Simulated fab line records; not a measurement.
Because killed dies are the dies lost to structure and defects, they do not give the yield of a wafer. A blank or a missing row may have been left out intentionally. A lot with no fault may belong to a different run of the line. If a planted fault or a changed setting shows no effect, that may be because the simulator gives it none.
fab line records	flow nand_harc
record: lots: 24	wafers: 72	last_day: 33
route steps=1302 shown P_CONTACT@235 P_M1@296 P_BONDPAD@352
lots that met no fault: from a run of the same line without faults
start_h: hours from the record's opening day to when the first of the lot's shown wafers began	wait_h: hours elapsed since this lot's preceding step	" as in the row above	L1.1+2: several wafers, shown together as one row	- no value, or no start given	* or withheld: withheld	< > ~ a bound
route shown NAME@n: NAME is a module with steps in the file, n the number in the route of the first one	usual: mean and standard deviation over wafers with no fault	same: alike in all rows	chamber/n: place in a boat	sites: each site's reading	_std_site: standard deviation of those values	_edge_site: outer sites' mean less inner sites'	radius_mm: for every site, how far away it sits from the centre of the wafer	mask NAME#n: copy n	behind: tool/chamber where the wafer was last shaped	hold: cause of the lot's hold/its duration in hours/its outcome	device: transistor that didn't switch, given as n, p or np	end of line: the route-end tests of the same wafers	a step with no rows: only its recipe	killed: not the wafer's yield, but the dies lost to structure and defects at the first sort	map: dies across one wafer; x = killed, . = not, _ = none there
set.NAME: the run value of the setting; set.NAME@STEP: its run value at that earlier step	model.NAME: the simulator's own value behind a step, which no gauge read
steps of the route over a sample of lots; a table a step, a row a wafer
services: when a tool's chamber went out of use (start_h, in hours from the record's first day, below 0 if earlier), for how many hours, and the reason
== steps ==
step: NHARC_P_CONTACT_DESCUM_17
recipe: time_s: 3	o2_flow_sccm: 200	ar_flow_sccm: 0	bias_power_w: 0	chemistry: O2
usual: drypump_motor_current_A: 5.7/0.33	oes_product_au: 1.001/0.0071	rf_vpp_V: 57.9/0.96	showerhead_plenum_p_Torr: 1.90/0.078	throttle_valve_pct: 11.311/0.0091
lot.wafer	tool	chamber	start_h	wait_h	drypump_motor_current_A	oes_product_au	rf_hours_counter_h	rf_vpp_V	showerhead_plenum_p_Torr	throttle_valve_pct
L074.2	rie_diel-01	0	115.43	0.1	5.4	0.997	1.7	59.6	1.97	11.316
L074.3	"	3	"	"	6.1	1.000	1.7	57.5	2.01	11.316
L074.6	"	0	"	"	5.4	1.000	-	57.5	1.97	11.313
L075.4	rie_diel-10	3	128.07	0.1	5.9	1.004	4.0	57.5	1.84	11.308
L075.6	"	3	"	"	6.0	1.005	-	57.0	1.84	11.307
L075.5	"	0	"	"	5.3	1.005	-	59.9	1.80	11.315
L076.3	rie_diel-03	3	135.12	0.1	5.5	0.995	0.4	58.5	1.98	11.302
L076.2	"	0	"	"	5.7	1.003	0.2	57.8	1.80	11.308
L076.6	"	3	"	"	5.5	0.991	-	58.5	1.98	11.307
L077.2	rie_diel-10	2	149.23	0.1	5.7	1.004	4.4	57.3	1.95	11.316
L077.4	"	3	"	"	5.9	0.991	5.1	58.0	1.84	11.302
L077.5	"	1	"	"	5.7	1.012	-	56.6	1.92	11.307
L078.1	rie_diel-03	0	161.24	0.1	5.7	1.015	0.8	56.6	1.80	11.308
L078.3	"	1	"	"	6.1	0.999	0.9	57.3	1.84	11.302
L078.6	"	0	"	"	5.7	1.008	-	58.2	1.80	11.290
L079.4	rie_diel-03	0	168.28	0.1	5.7	1.013	1.1	56.6	1.80	11.319
L079.1	"	3	"	"	5.5	1.006	1.4	57.3	1.97	11.311
L079.5	"	0	"	"	5.7	1.010	-	57.2	1.80	11.311
L080.2	rie_diel-01	2	181.38	0.1	5.7	0.993	3.4	57.2	1.83	11.303
L080.4	"	0	"	"	5.4	1.013	2.9	58.4	1.97	11.319
L080.1	"	1	"	"	5.0	1.019	3.5	57.5	1.88	11.329
L081.3	rie_diel-03	3	194.34	0.1	5.5	1.002	1.9	57.3	1.97	11.312
L081.4	"	0	"	"	5.6	0.998	1.7	56.7	1.80	11.323
L081.2	"	1	"	"	6.1	1.004	1.9	58.3	1.84	11.317
L082.3	rie_diel-03	0	202.08	0.1	5.7	0.993	2.1	57.7	1.80	11.315
L082.1	"	1	"	"	6.1	0.995	2.4	58.0	1.84	11.317
L082.5	"	3	"	"	5.5	0.990	-	57.5	1.97	11.322
L083.3	rie_diel-10	2	212.44	0.1	5.7	0.994	8.8	57.0	1.95	11.302
L083.6	"	0	"	"	5.3	1.002	-	57.6	1.80	11.320
L083.5	"	2	"	"	5.7	1.005	-	58.1	1.95	11.302
L084.3	rie_diel-10	0	228.70	0.1	5.3	1.000	10.7	56.3	1.80	11.319
L084.2	"	1	"	"	5.7	0.997	10.1	57.5	1.91	11.317
L084.6	"	1	"	"	5.7	0.999	-	58.9	1.91	11.320
L085.4	rie_diel-10	1	230.16	0.1	5.8	1.010	10.4	58.1	1.91	11.332
L085.2	"	2	"	"	5.7	1.000	10.3	56.2	1.95	11.295
L085.5	"	0	"	"	5.3	1.009	-	59.0	1.80	11.305
L086.3	rie_diel-01	3	243.50	0.1	6.1	0.983	0.5	59.3	2.01	11.326
L086.6	"	1	"	"	5.0	0.999	-	56.8	1.88	11.291
L086.5	"	2	"	"	5.7	0.989	-	58.4	1.83	11.326
L088.3	rie_diel-03	3	262.03	0.1	5.5	1.003	3.4	59.3	1.97	11.315
L088.2	"	0	"	"	5.7	1.008	3.4	58.7	1.80	11.312
L088.6	"	3	"	"	5.5	1.009	-	57.0	1.97	11.291
L087.1	rie_diel-10	1	263.01	0.1	5.8	0.998	0.9	58.8	1.91	11.315
L087.5	"	2	"	"	5.7	0.995	-	57.2	1.95	11.307
L087.6	"	3	"	"	5.9	1.007	-	56.6	1.83	11.305
L089.1	rie_diel-10	1	268.02	0.1	5.7	0.992	1.2	57.7	1.91	11.306
L089.6	"	1	"	"	5.7	0.999	-	58.2	1.91	11.304
L089.5	"	2	"	"	5.7	0.996	-	57.0	1.95	11.297
L090.1	rie_diel-03	3	271.69	0.1	5.5	1.007	4.0	58.0	1.97	11.315
L090.2	"	0	"	"	5.7	1.012	3.9	56.9	1.80	11.310
L090.5	"	0	"	"	5.6	1.009	-	56.5	1.80	11.305
L091.2	rie_diel-01	1	283.36	0.1	5.0	0.990	1.3	58.2	1.88	11.319
L091.4	"	2	"	"	5.7	0.980	1.7	59.9	1.83	11.337
L091.5	"	1	"	"	5.0	0.990	-	56.9	1.88	11.303
L092.1	rie_diel-03	3	296.67	0.1	5.5	1.003	0.0	58.6	1.97	11.307
L092.3	"	0	"	"	5.6	1.010	0.0	59.8	1.80	11.313
L092.5	"	2	"	"	6.0	1.001	-	58.5	2.01	11.312
L093.2	rie_diel-03	2	314.17	0.1	6.0	1.000	0.4	58.2	2.01	11.318
L093.1	"	3	"	"	5.5	1.003	0.4	59.3	1.97	11.313
L093.4	"	0	"	"	5.6	1.011	0.6	57.6	1.80	11.299
L094.2	rie_diel-01	3	315.04	0.1	6.1	0.990	2.5	58.5	2.01	11.308
L094.3	"	1	"	"	5.0	1.011	2.1	57.9	1.88	11.316
L094.1	"	2	"	"	5.7	1.001	2.6	58.5	1.83	11.320
L095.4	rie_diel-01	1	329.04	0.1	5.0	1.008	2.4	58.0	1.88	11.312
L095.1	"	3	"	"	6.1	0.989	2.8	59.0	2.01	11.314
L095.3	"	0	"	"	5.3	1.000	2.4	57.7	1.97	11.309
L097.1	rie_diel-01	0	346.26	0.1	5.4	1.003	2.9	57.4	1.97	11.316
L097.3	"	2	"	"	5.7	0.992	3.6	58.9	1.83	11.322
L097.4	"	3	"	"	6.1	0.998	3.4	57.9	2.01	11.306
L096.2	rie_diel-03	1	347.16	0.1	6.1	0.998	1.3	58.7	1.84	11.315
L096.4	"	2	"	"	6.0	0.994	1.2	56.5	2.01	11.310
L096.6	"	0	"	"	5.7	1.002	-	58.0	1.80	11.300
step: NHARC_P_CONTACT_CVD_23
recipe: target_thk_a: 2000	temp_c: 300	pressure_torr: 40	wf6_flow_sccm: 40	h2_flow_sccm: 1600	ar_flow_sccm: 1560	time_s: 557	material: W
usual: heater_power_w: 432/16	throttle_valve_pct: 8.00/0.28
lot.wafer	tool	chamber	start_h	wait_h	heater_power_w	throttle_valve_pct
L074.2	cvd_w-01	1	-	-	430	7.95
L074.3	"	0	"	"	446	8.21
L074.6	"	1	"	"	447	8.19
L075.4	cvd_w-01	1	-	-	446	8.28
L075.6	"	1	"	"	431	8.19
L075.5	"	0	"	"	440	7.94
L076.2	cvd_w-02	1	-	-	424	7.82
L076.3	"	0	"	"	408	7.78
L076.6	"	0	"	"	389	7.61
L077.2	cvd_w-01	0	-	-	443	8.05
L077.4	"	1	"	"	435	8.06
L077.5	"	1	"	"	441	8.31
L078.1	cvd_w-02	1	-	-	419	7.97
L078.3	"	0	"	"	416	7.65
L078.6	"	1	"	"	445	7.88
L079.1	cvd_w-01	1	-	-	437	8.00
L079.4	"	0	"	"	440	8.12
L079.5	"	0	"	"	446	8.28
L080.1	cvd_w-02	0	-	-	422	7.81
L080.2	"	1	"	"	435	8.07
L080.4	"	0	"	"	404	7.48
L081.2	cvd_w-02	0	-	-	411	7.81
L081.4	"	1	"	"	432	7.76
L081.3	"	0	"	"	407	7.80
L082.1	cvd_w-01	1	-	-	442	8.03
L082.3	"	1	"	"	430	8.13
L082.5	"	1	"	"	438	8.02
L083.3	cvd_w-01	1	-	-	442	7.92
L083.6	"	1	"	"	427	8.05
L083.5	"	0	"	"	444	8.34
L084.2	cvd_w-02	1	-	-	427	7.70
L084.3	"	1	"	"	436	7.86
L084.6	"	0	"	"	411	7.85
L085.2	cvd_w-01	0	-	-	443	8.26
L085.4	"	1	"	"	432	8.15
L085.5	"	0	"	"	440	8.08
L086.3	cvd_w-02	1	-	-	440	7.96
L086.6	"	0	"	"	401	7.53
L086.5	"	1	"	"	435	8.06
L088.2	cvd_w-02	1	-	-	427	8.04
L088.3	"	0	"	"	400	7.78
L088.6	"	1	"	"	432	8.45
L087.1	cvd_w-01	0	-	-	439	8.13
L087.6	"	1	"	"	433	8.05
L087.5	"	0	"	"	448	8.44
L089.1	cvd_w-01	1	-	-	435	8.19
L089.6	"	0	"	"	453	8.36
L089.5	"	1	"	"	434	8.43
L090.1	cvd_w-01	1	-	-	449	8.04
L090.2	"	0	"	"	462	8.23
L090.5	"	1	"	"	440	8.42
L091.2	cvd_w-01	0	-	-	450	8.33
L091.4	"	1	"	"	435	7.99
L091.5	"	1	"	"	437	8.39
L092.1	cvd_w-01	0	-	-	444	8.34
L092.3	"	1	"	"	454	8.22
L092.5	"	0	"	"	435	8.18
L093.2	cvd_w-02	1	-	-	427	7.54
L093.1	"	0	"	"	402	7.66
L093.4	"	0	"	"	390	7.62
L094.1	cvd_w-01	1	-	-	441	8.30
L094.2	"	1	"	"	439	8.31
L094.3	"	1	"	"	437	8.34
L095.1	cvd_w-02	1	-	-	435	6.99
L095.4	"	1	"	"	439	7.39
L095.3	"	0	"	"	405	7.78
L097.1	cvd_w-02	0	-	-	403	7.57
L097.3	"	1	"	"	439	7.63
L097.4	"	0	"	"	394	7.60
L096.2	cvd_w-01	0	-	-	456	8.39
L096.4	"	1	"	"	424	8.37
L096.6	"	1	"	"	447	8.08
step: NHARC_P_M1_OVL_MEAS_10
recipe: pitch_nm: 260
usual: overlay_x_nm: 0.1/0.88	overlay_y_nm: 0.1/0.77
lot.wafer	tool	chamber	start_h	wait_h	overlay_x_nm	overlay_y_nm
L074.2	overlay-02	-	123.56	-	1.0	0.7
L074.3	"	-	"	"	1.2	0.3
L074.6	"	-	"	"	1.1	0.7
L075.4	overlay-02	-	136.31	-	1.1	-0.5
L075.5	"	-	"	"	0.3	-0.4
L075.6	"	-	"	"	0.5	-0.4
L076.2	overlay-01	-	143.06	-	0.4	0.9
L076.3	"	-	"	"	1.1	0.2
L076.6	"	-	"	"	0.7	0.8
L077.2	overlay-02	-	157.41	-	1.5	-0.4
L077.4	"	-	"	"	1.7	-0.7
L077.5	"	-	"	"	1.5	-1.3
L078.1	overlay-01	-	169.64	-	-0.7	0.3
L078.3	"	-	"	"	-0.3	-0.1
L078.6	"	-	"	"	-0.3	0.3
L079.1	overlay-02	-	176.94	-	0.6	1.3
L079.4	"	-	"	"	0.5	1.9
L079.5	"	-	"	"	0.3	1.8
L080.1	overlay-01	-	189.69	-	1.3	-0.8
L080.2	"	-	"	"	1.2	-1.0
L080.4	"	-	"	"	0.8	-1.0
L081.2	overlay-02	-	202.33	-	-1.4	0.3
L081.3	"	-	"	"	-1.4	0.2
L081.4	"	-	"	"	-1.2	0.2
L082.1	overlay-01	-	210.11	-	-0.9	0.3
L082.3	"	-	"	"	-1.5	1.2
L082.5	"	-	"	"	-0.8	0.6
L083.3	overlay-01	-	220.71	-	-0.2	0.8
L083.5	"	-	"	"	0.6	0.3
L083.6	"	-	"	"	0.0	0.3
L084.2	overlay-02	-	237.24	-	-1.2	0.2
L084.3	"	-	"	"	-0.9	-0.9
L084.6	"	-	"	"	-1.3	0.0
L085.2	overlay-01	-	238.19	-	-0.2	0.4
L085.4	"	-	"	"	-0.4	0.2
L085.5	"	-	"	"	-0.7	0.5
L086.3	overlay-02	-	252.24	-	1.0	-0.4
L086.5	"	-	"	"	1.0	-0.1
L086.6	"	-	"	"	0.8	-0.1
L088.2	overlay-01	-	269.89	-	-0.2	0.7
L088.3	"	-	"	"	-0.8	-0.1
L088.6	"	-	"	"	-0.7	0.1
L087.1	overlay-02	-	271.13	-	1.0	0.2
L087.5	"	-	"	"	1.6	0.6
L087.6	"	-	"	"	1.1	0.3
L089.1	overlay-02	-	276.28	-	0.8	1.1
L089.5	"	-	"	"	0.1	1.0
L089.6	"	-	"	"	-0.1	1.1
L090.1	overlay-02	-	279.86	-	0.0	1.1
L090.2	"	-	"	"	-0.4	1.5
L090.5	"	-	"	"	-0.2	1.3
L091.2	overlay-02	-	291.59	-	-0.3	0.0
L091.4	"	-	"	"	0.3	0.8
L091.5	"	-	"	"	0.3	0.7
L092.1	overlay-01	-	304.75	-	0.7	-0.6
L092.3	"	-	"	"	0.2	-0.4
L092.5	"	-	"	"	1.0	-0.3
L093.1	overlay-01	-	322.77	-	-0.8	0.3
L093.2	"	-	"	"	-1.2	0.5
L093.4	"	-	"	"	-0.6	0.5
L094.1	overlay-01	-	324.05	-	0.1	0.2
L094.2	"	-	"	"	0.0	0.5
L094.3	"	-	"	"	0.1	1.0
L095.1	overlay-01	-	337.71	-	-0.3	-1.3
L095.3	"	-	"	"	0.0	-1.3
L095.4	"	-	"	"	0.1	-1.5
L097.1	overlay-02	-	354.51	-	-1.5	-0.9
L097.3	"	-	"	"	-1.0	-1.6
L097.4	"	-	"	"	-1.5	-0.6
L096.2	overlay-01	-	355.28	-	0.9	-0.2
L096.4	"	-	"	"	0.9	0.3
L096.6	"	-	"	"	1.1	0.6
step: NHARC_P_BONDPAD_CMP_32
recipe: target_thk_nm: 200	material: SiCN
usual: motor_current_A: 12.3/1.1	retaining_ring_pressure_frac: 1.000/0.0047
lot.wafer	tool	chamber	start_h	wait_h	motor_current_A	retaining_ring_pressure_frac
L074.3	cmp-03	3	131.46	-	11.9	0.991
L074.2	"	1	"	"	14.0	0.994
L074.6	"	3	"	"	11.8	1.000
L075.4	cmp-04	0	144.20	-	13.3	1.000
L075.6	"	3	"	"	12.1	0.987
L075.5	"	0	"	"	12.5	0.996
L076.2	cmp-03	0	150.75	-	13.6	1.004
L076.3	"	3	"	"	11.4	0.997
L076.6	"	1	"	"	12.3	0.995
L077.2	cmp-01	0	165.08	-	12.2	1.004
L077.4	"	1	"	"	9.3	1.004
L077.5	"	3	"	"	12.8	1.003
L078.1	cmp-03	0	177.75	-	12.8	1.000
L078.3	"	1	"	"	13.0	0.999
L078.6	"	0	"	"	13.6	0.996
L079.1	cmp-04	0	184.84	-	13.0	1.001
L079.4	"	3	"	"	12.3	1.000
L079.5	"	0	"	"	13.0	1.007
L080.1	cmp-04	2	197.70	-	12.2	1.007
L080.4	"	3	"	"	12.6	0.996
L080.2	"	0	"	"	12.3	0.992
L081.4	cmp-03	3	210.56	0.3	10.8	0.990
L081.3	"	0	"	"	13.2	0.999
L081.2	"	2	"	"	10.4	0.997
L082.3	cmp-04	2	223.04	-	12.7	1.000
L082.1	"	1	"	"	13.6	1.001
L082.5	"	3	"	"	11.6	0.996
L083.3	cmp-03	2	228.71	-	10.6	1.003
L083.5	"	0	"	"	14.3	0.993
L083.6	"	1	"	"	12.7	1.004
L084.2	cmp-03	3	245.34	-	11.2	1.000
L084.3	"	0	"	"	12.4	1.002
L084.6	"	1	"	"	12.8	0.999
L085.4	cmp-04	3	246.22	-	12.0	1.006
L085.2	"	0	"	"	13.2	0.995
L085.5	"	3	"	"	12.5	1.016
L086.3	cmp-01	2	260.13	-	14.6	1.001
L086.6	"	3	"	"	12.3	0.998
L086.5	"	0	"	"	11.8	1.003
L088.3	cmp-03	1	277.65	-	12.7	0.999
L088.2	"	2	"	"	10.5	0.999
L088.6	"	0	"	"	13.4	0.994
L087.1	cmp-04	0	278.90	-	12.7	0.996
L087.6	"	0	"	"	11.9	1.001
L087.5	"	1	"	"	12.4	0.994
L089.1	cmp-04	0	284.22	-	12.7	1.001
L089.6	"	2	"	"	12.0	0.997
L089.5	"	3	"	"	12.2	0.998
L090.1	cmp-04	1	287.70	-	12.5	0.999
L090.2	"	3	"	"	12.5	0.996
L090.5	"	1	"	"	12.5	1.010
L091.2	cmp-03	1	299.88	-	12.7	1.005
L091.4	"	3	"	"	11.4	1.005
L091.5	"	2	"	"	10.2	0.998
L092.3	cmp-03	2	312.72	-	10.6	0.999
L092.1	"	3	"	"	11.6	1.004
L092.5	"	2	"	"	10.9	1.000
L093.1	cmp-01	0	330.57	-	12.4	0.997
L093.4	"	1	"	"	10.2	1.000
L093.2	"	3	"	"	12.6	1.003
L094.1	cmp-01	3	331.89	-	12.5	0.994
L094.3	"	0	"	"	12.9	0.999
L094.2	"	1	"	"	9.8	1.003
L095.3	cmp-04	1	345.54	-	13.3	0.996
L095.1	"	2	"	"	12.6	0.997
L095.4	"	3	"	"	12.8	1.005
L097.4	cmp-03	3	362.31	-	11.8	1.000
L097.3	"	1	"	"	12.3	1.000
L097.1	"	2	"	"	10.6	1.005
L096.2	cmp-04	3	363.12	-	12.2	1.001
L096.4	"	0	"	"	13.3	1.007
L096.6	"	3	"	"	11.9	1.000
step: NHARC_P_BONDPAD_ETCH_12
recipe: target_depth_a: 2000	time_s: 100	chf3_flow_sccm: 50	o2_flow_sccm: 10	ar_flow_sccm: 200	rf_w: 500	bias_w: 200	chemistry: CHF3/O2
usual: chf3_flow_sccm: 49.97/0.14	drypump_motor_current_A: 5.5/0.36	oes_product_au: 0.934/0.019	rf_vpp_V: 370.3/2	showerhead_plenum_p_Torr: 2.39/0.086	throttle_valve_pct: 20.572/0.009
lot.wafer	tool	chamber	start_h	wait_h	chf3_flow_sccm	drypump_motor_current_A	oes_product_au	rf_hours_counter_h	rf_vpp_V	showerhead_plenum_p_Torr	throttle_valve_pct
L074.2	rie_diel-10	1	-	-	50.12	5.7	0.935	4.2	371.6	2.41	20.569
L074.3	"	3	"	"	50.17	6.0	0.927	4.4	368.2	2.31	20.575
L074.6	"	1	"	"	50.14	5.7	0.941	-	371.9	2.41	20.559
L075.4	rie_diel-01	2	-	-	49.87	5.7	0.915	2.6	367.7	2.30	20.565
L075.5	"	1	"	"	49.99	5.0	0.920	-	370.5	2.37	20.570
L075.6	"	2	"	"	49.85	5.7	0.922	-	369.7	2.30	20.567
L076.2	rie_diel-01	2	-	-	49.99	5.7	0.963	2.8	368.0	2.30	20.571
L076.3	"	1	"	"	49.87	5.0	0.965	3.0	368.3	2.37	20.578
L076.6	"	2	"	"	50.00	5.7	0.952	-	369.0	2.30	20.570
L077.2	rie_diel-01	1	-	-	49.78	5.0	0.923	3.3	370.6	2.37	20.572
L077.4	"	1	"	"	49.93	5.0	0.925	-	369.0	2.37	20.578
L077.5	"	2	"	"	50.03	5.7	0.918	-	369.3	2.30	20.577
L078.1	rie_diel-01	2	-	-	50.17	5.7	0.974	3.3	369.6	2.30	20.584
L078.3	"	0	"	"	49.85	5.3	0.949	2.9	371.8	2.48	20.570
L078.6	"	3	"	"	49.95	6.1	0.960	-	372.4	2.52	20.581
L079.4	rie_diel-10	2	-	-	50.11	5.7	0.926	6.6	373.5	2.45	20.574
L079.1	"	3	"	"	49.98	5.9	0.932	7.1	368.0	2.31	20.575
L079.5	"	1	"	"	50.06	5.7	0.928	-	369.4	2.40	20.561
L080.1	rie_diel-10	3	-	-	49.98	5.9	0.933	8.5	370.2	2.31	20.578
L080.2	"	0	"	"	50.14	5.3	0.927	8.3	367.9	2.27	20.596
L080.4	"	1	"	"	50.03	5.7	0.936	7.6	370.1	2.40	20.563
L081.3	rie_diel-06	3	-	-	50.00	5.6	0.938	4.2	371.8	2.52	20.571
L081.4	"	0	"	"	50.06	5.2	0.917	3.8	369.8	2.46	20.561
L081.2	"	1	"	"	49.43	5.0	0.916	3.7	367.3	2.29	20.579
L082.3	rie_diel-10	1	-	-	49.86	5.7	0.924	10.0	369.4	2.40	20.584
L082.1	"	2	"	"	49.82	5.7	0.924	10.0	371.6	2.45	20.575
L082.5	"	1	"	"	49.74	5.8	0.917	-	370.0	2.40	20.569
L083.3	rie_diel-06	2	-	-	50.36	5.6	0.925	4.8	368.9	2.37	20.580
L083.5	"	1	"	"	50.00	5.0	0.914	-	368.6	2.29	20.584
L083.6	"	2	"	"	50.22	5.6	0.920	-	369.5	2.37	20.574
L084.2	rie_diel-01	1	-	-	49.99	5.0	0.968	0.7	370.4	2.37	20.560
L084.3	"	0	"	"	50.07	5.3	0.978	0.6	372.1	2.47	20.576
L084.6	"	1	"	"	49.97	5.0	0.961	-	369.5	2.37	20.571
L085.2	rie_diel-06	0	-	-	49.87	5.3	0.926	4.9	370.0	2.46	20.564
L085.4	"	2	"	"	50.02	5.6	0.917	5.5	370.0	2.37	20.585
L085.5	"	1	"	"	49.80	5.0	0.921	-	367.2	2.28	20.567
L086.3	rie_diel-01	0	-	-	49.89	5.3	0.931	0.8	370.8	2.47	20.580
L086.5	"	1	"	"	49.94	5.0	0.921	-	372.3	2.37	20.574
L086.6	"	2	"	"	50.17	5.7	0.917	-	368.7	2.30	20.567
L088.2	rie_diel-01	0	-	-	50.07	5.3	0.955	1.1	372.5	2.47	20.579
L088.3	"	2	"	"	49.96	5.7	0.965	1.5	368.0	2.30	20.571
L088.6	"	1	"	"	49.89	5.0	0.954	-	370.3	2.37	20.553
L087.1	rie_diel-06	1	-	-	50.07	5.0	0.916	6.7	368.8	2.28	20.550
L087.6	"	2	"	"	50.03	5.6	0.922	-	370.1	2.37	20.587
L087.5	"	3	"	"	49.75	5.6	0.921	-	373.1	2.52	20.572
L089.1	rie_diel-01	3	-	-	50.22	6.1	0.922	1.9	372.0	2.52	20.578
L089.6	"	0	"	"	49.92	5.3	0.923	-	371.5	2.47	20.559
L089.5	"	1	"	"	50.16	5.0	0.917	-	370.8	2.37	20.572
L090.2	rie_diel-10	3	-	-	49.97	6.0	0.936	3.5	368.3	2.31	20.564
L090.1	"	1	"	"	50.07	5.8	0.923	3.0	370.2	2.40	20.585
L090.5	"	2	"	"	49.95	5.7	0.925	-	371.3	2.45	20.568
L091.2	rie_diel-10	0	-	-	50.05	5.3	0.935	3.7	366.4	2.27	20.583
L091.4	"	1	"	"	49.96	5.7	0.924	3.2	370.1	2.40	20.563
L091.5	"	1	"	"	49.91	5.7	0.929	-	369.7	2.40	20.579
L092.3	rie_diel-01	3	-	-	49.97	6.1	0.925	2.4	374.2	2.52	20.563
L092.1	"	1	"	"	49.97	5.0	0.929	2.0	370.5	2.37	20.578
L092.5	"	3	"	"	49.95	6.1	0.921	-	371.6	2.52	20.579
L093.2	rie_diel-06	1	-	-	49.89	5.0	0.976	0.8	368.8	2.28	20.561
L093.4	"	2	"	"	49.92	5.6	0.978	1.0	369.6	2.37	20.563
L093.1	"	3	"	"	50.12	5.6	0.968	1.0	372.6	2.52	20.574
L094.3	rie_diel-10	2	-	-	50.07	5.7	0.968	4.2	372.9	2.44	20.574
L094.1	"	3	"	"	49.97	6.0	0.986	4.5	368.6	2.31	20.572
L094.2	"	1	"	"	49.80	5.7	0.950	4.4	372.0	2.40	20.587
L095.1	rie_diel-06	0	-	-	49.95	5.3	0.917	1.2	370.9	2.46	20.577
L095.4	"	1	"	"	49.97	5.0	0.925	1.2	369.1	2.28	20.558
L095.3	"	3	"	"	49.77	5.5	0.925	1.3	375.0	2.52	20.568
L097.3	rie_diel-01	0	-	-	49.94	5.3	0.926	3.6	372.5	2.47	20.580
L097.1	"	1	"	"	50.07	5.0	0.933	3.6	370.0	2.36	20.578
L097.4	"	2	"	"	50.10	5.7	0.916	4.1	368.9	2.30	20.563
L096.2	rie_diel-06	2	-	-	49.92	5.6	0.926	3.4	370.1	2.37	20.563
L096.4	"	0	"	"	50.04	5.3	0.922	3.7	371.5	2.46	20.579
L096.6	"	2	"	"	49.75	5.6	0.935	-	370.3	2.37	20.580
step: NHARC_P_BONDPAD_CD_MEAS_13
usual: cd_nm: 499.7/1.3
lot.wafer	tool	chamber	start_h	wait_h	cd_nm
L074.2	cd_sem-03	-	132.78	-	501.5
L074.3	"	-	"	"	501.7
L074.6	"	-	"	"	499.9
L075.4	cd_sem-02	-	145.52	-	501.2
L075.5	"	-	"	"	500.4
L075.6	"	-	"	"	500.1
L076.2	cd_sem-01	-	152.14	-	499.5
L076.3	"	-	"	"	499.7
L076.6	"	-	"	"	500.0
L077.2	cd_sem-02	-	166.45	-	500.7
L077.4	"	-	"	"	500.1
L077.5	"	-	"	"	498.6
L078.1	cd_sem-01	-	179.09	-	501.0
L078.3	"	-	"	"	501.1
L078.6	"	-	"	"	501.0
L079.1	cd_sem-02	-	186.05	-	500.4
L079.4	"	-	"	"	500.0
L079.5	"	-	"	"	501.4
L080.1	cd_sem-01	-	199.01	-	501.7
L080.2	"	-	"	"	499.4
L080.4	"	-	"	"	500.3
L081.2	cd_sem-02	-	211.78	-	501.7
L081.3	"	-	"	"	499.2
L081.4	"	-	"	"	500.4
L082.1	cd_sem-02	-	224.44	-	500.4
L082.3	"	-	"	"	500.0
L082.5	"	-	"	"	500.2
L083.3	cd_sem-03	-	229.89	-	499.1
L083.5	"	-	"	"	498.5
L083.6	"	-	"	"	499.0
L084.2	cd_sem-02	-	246.51	-	500.7
L084.3	"	-	"	"	498.2
L084.6	"	-	"	"	499.1
L085.2	cd_sem-01	-	247.56	-	497.6
L085.4	"	-	"	"	501.0
L085.5	"	-	"	"	498.5
L086.3	cd_sem-02	-	261.41	-	498.7
L086.5	"	-	"	"	499.0
L086.6	"	-	"	"	498.5
L088.2	cd_sem-01	-	278.95	-	498.2
L088.3	"	-	"	"	499.6
L088.6	"	-	"	"	498.4
L087.1	cd_sem-03	-	280.24	-	499.1
L087.5	"	-	"	"	497.5
L087.6	"	-	"	"	497.5
L089.1	cd_sem-01	-	285.38	-	498.9
L089.5	"	-	"	"	499.1
L089.6	"	-	"	"	498.8
L090.1	cd_sem-01	-	289.01	-	500.6
L090.2	"	-	"	"	498.9
L090.5	"	-	"	"	501.3
L091.2	cd_sem-01	-	301.24	-	501.3
L091.4	"	-	"	"	500.0
L091.5	"	-	"	"	502.7
L092.1	cd_sem-03	-	313.97	-	498.0
L092.3	"	-	"	"	497.0
L092.5	"	-	"	"	501.1
L093.1	cd_sem-01	-	331.81	-	499.4
L093.2	"	-	"	"	500.1
L093.4	"	-	"	"	498.7
L094.1	cd_sem-03	-	333.23	-	499.8
L094.2	"	-	"	"	497.5
L094.3	"	-	"	"	499.0
L095.1	cd_sem-02	-	346.89	-	498.0
L095.3	"	-	"	"	498.6
L095.4	"	-	"	"	499.1
L097.1	cd_sem-02	-	363.66	-	498.4
L097.3	"	-	"	"	498.8
L097.4	"	-	"	"	498.2
L096.2	cd_sem-02	-	364.44	-	501.2
L096.4	"	-	"	"	499.6
L096.6	"	-	"	"	500.0
== services ==
tool	chamber	start_h	hours	kind
cvd_w-02	-	92.11	1.0	repair
cmp-03	-	102.80	0.5	repair
rie_diel-03	-	104.30	9.0	pm
cmp-04	-	111.00	4.0	pm
cmp-04	-	122.94	1.1	repair
cmp-04	-	147.04	0.4	repair
rie_diel-01	0	151.75	4.1	repair
rie_diel-01	3	157.00	7.2	repair
rie_diel-01	0	158.70	7.7	repair
cmp-03	-	162.00	4.0	pm
cvd_w-01	-	185.00	13.0	pm
rie_diel-03	3	203.77	3.9	repair
rie_diel-01	-	203.80	9.0	pm
cmp-04	-	209.15	4.0	pm
rie_diel-10	3	212.20	15.4	repair
rie_diel-03	1	214.65	5.4	repair
rie_diel-01	1	226.27	7.9	repair
rie_diel-01	0	235.78	1.4	repair
rie_diel-10	-	242.70	9.0	pm
rie_diel-10	1	251.77	5.9	repair
cmp-03	-	260.00	4.0	pm
cvd_w-02	-	269.16	13.0	pm
cvd_w-01	-	271.75	0.4	repair
cvd_w-01	0	314.07	4.1	repair
== key ==
fault none
